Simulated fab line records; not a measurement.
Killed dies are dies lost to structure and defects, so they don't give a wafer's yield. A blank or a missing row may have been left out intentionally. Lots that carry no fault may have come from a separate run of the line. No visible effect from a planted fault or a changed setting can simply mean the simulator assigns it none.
Chamber matching :: flow n5 finfet :: N5_BEOL_M3_ETCH_69 on rie diel-05 has 4 sister chambers
The step etches SiARC in CF4, target depth 15.6 nm, time 26 s. 18 wafers are shown with their chamber, then 9 later ones without.

## WAFERS PAIRED WITH THEIR CHAMBERS
wafer: L074.2
chamber: 3
drypump motor current A (A): 5.4
throttle valve pct (%): 15.36
showerhead plenum p Torr (Torr): 2.16

wafer: L074.3
chamber: 2
drypump motor current A (A): 5.8
throttle valve pct (%): 15.89
showerhead plenum p Torr (Torr): 2.17

wafer: L074.4
chamber: 0
drypump motor current A (A): 4.8
throttle valve pct (%): 15.89
showerhead plenum p Torr (Torr): 2.13

wafer: L077.4
chamber: 0
drypump motor current A (A): 4.9
throttle valve pct (%): 15.90
showerhead plenum p Torr (Torr): 2.12

wafer: L077.5
chamber: 0
drypump motor current A (A): 4.9
throttle valve pct (%): 15.91
showerhead plenum p Torr (Torr): 2.12

wafer: L077.6
chamber: 3
drypump motor current A (A): 5.4
throttle valve pct (%): 15.39
showerhead plenum p Torr (Torr): 2.15

wafer: L080.2
chamber: 0
drypump motor current A (A): 4.9
throttle valve pct (%): 15.92
showerhead plenum p Torr (Torr): 2.12

wafer: L080.3
chamber: 3
drypump motor current A (A): 5.4
throttle valve pct (%): 15.40
showerhead plenum p Torr (Torr): 2.15

wafer: L080.6
chamber: 3
drypump motor current A (A): 5.4
throttle valve pct (%): 15.40
showerhead plenum p Torr (Torr): 2.15

wafer: L082.2
chamber: 2
drypump motor current A (A): 5.8
throttle valve pct (%): 15.93
showerhead plenum p Torr (Torr): 2.16

wafer: L082.4
chamber: 1
drypump motor current A (A): 4.9
throttle valve pct (%): 15.35
showerhead plenum p Torr (Torr): 2.08

wafer: L082.5
chamber: 2
drypump motor current A (A): 5.8
throttle valve pct (%): 15.92
showerhead plenum p Torr (Torr): 2.16

wafer: L081.3
chamber: 0
drypump motor current A (A): 4.9
throttle valve pct (%): 15.93
showerhead plenum p Torr (Torr): 2.12

wafer: L081.5
chamber: 1
drypump motor current A (A): 4.9
throttle valve pct (%): 15.35
showerhead plenum p Torr (Torr): 2.08

wafer: L081.6
chamber: 2
drypump motor current A (A): 5.8
throttle valve pct (%): 15.92
showerhead plenum p Torr (Torr): 2.16

wafer: L086.4
chamber: 1
drypump motor current A (A): 4.9
throttle valve pct (%): 15.36
showerhead plenum p Torr (Torr): 2.08

wafer: L086.5
chamber: 1
drypump motor current A (A): 4.9
throttle valve pct (%): 15.37
showerhead plenum p Torr (Torr): 2.08

wafer: L086.6
chamber: 0
drypump motor current A (A): 4.9
throttle valve pct (%): 15.93
showerhead plenum p Torr (Torr): 2.12

SIGNATURES (means of the wafers above)
reading: drypump motor current A
chamber 0: 4.883
chamber 1: 4.900
chamber 2: 5.800
chamber 3: 5.400
scatter within a chamber: 0.0244

reading: throttle valve pct
chamber 0: 15.9133
chamber 1: 15.3575
chamber 2: 15.9150
chamber 3: 15.3875
scatter within a chamber: 0.016

reading: showerhead plenum p Torr
chamber 0: 2.1217
chamber 1: 2.0800
chamber 2: 2.1625
chamber 3: 2.1525
scatter within a chamber: 0.00408
Rule: a wafer's distance from a chamber is the root of the sum, over the readings, of the square of ((its reading less the chamber's mean) divided by the reading's scatter). The wafer belongs to the nearest chamber; if the next one is less than 2 further off, it can't be placed. The scatter: take each reading less its chamber's mean, square it, sum over the shown wafers, divide by the number of wafers less the number of chambers, and take the root.

## WAFERS WHOSE CHAMBER IS MISSING
wafer: L087.2
drypump motor current A (A): 5.4
throttle valve pct (%): 15.42
showerhead plenum p Torr (Torr): 2.15

wafer: L087.4
drypump motor current A (A): 4.9
throttle valve pct (%): 15.38
showerhead plenum p Torr (Torr): 2.08

wafer: L087.5
drypump motor current A (A): 4.9
throttle valve pct (%): 15.37
showerhead plenum p Torr (Torr): 2.08

wafer: L090.2
drypump motor current A (A): 4.9
throttle valve pct (%): 15.37
showerhead plenum p Torr (Torr): 2.08

wafer: L090.3
drypump motor current A (A): 5.4
throttle valve pct (%): 15.41
showerhead plenum p Torr (Torr): 2.15

wafer: L090.4
drypump motor current A (A): 5.8
throttle valve pct (%): 15.93
showerhead plenum p Torr (Torr): 2.16

wafer: L096.4
drypump motor current A (A): 5.8
throttle valve pct (%): 15.98
showerhead plenum p Torr (Torr): 2.15

wafer: L096.5
drypump motor current A (A): 5.4
throttle valve pct (%): 15.45
showerhead plenum p Torr (Torr): 2.14

wafer: L096.6
drypump motor current A (A): 4.9
throttle valve pct (%): 15.41
showerhead plenum p Torr (Torr): 2.08

## EACH ONE'S CHAMBER
wafer: L087.2
from the rows above: 3
in truth: 3

wafer: L087.4
from the rows above: 1
in truth: 1

wafer: L087.5
from the rows above: 1
in truth: 1

wafer: L090.2
from the rows above: 1
in truth: 1

wafer: L090.3
from the rows above: 3
in truth: 3

wafer: L090.4
from the rows above: 2
in truth: 2

wafer: L096.4
from the rows above: 2
in truth: 2

wafer: L096.5
from the rows above: 3
in truth: 3

wafer: L096.6
from the rows above: 1
in truth: 1
9 of 9 placed correctly. From these rows, 0 cannot be placed. 0 placed wrongly.
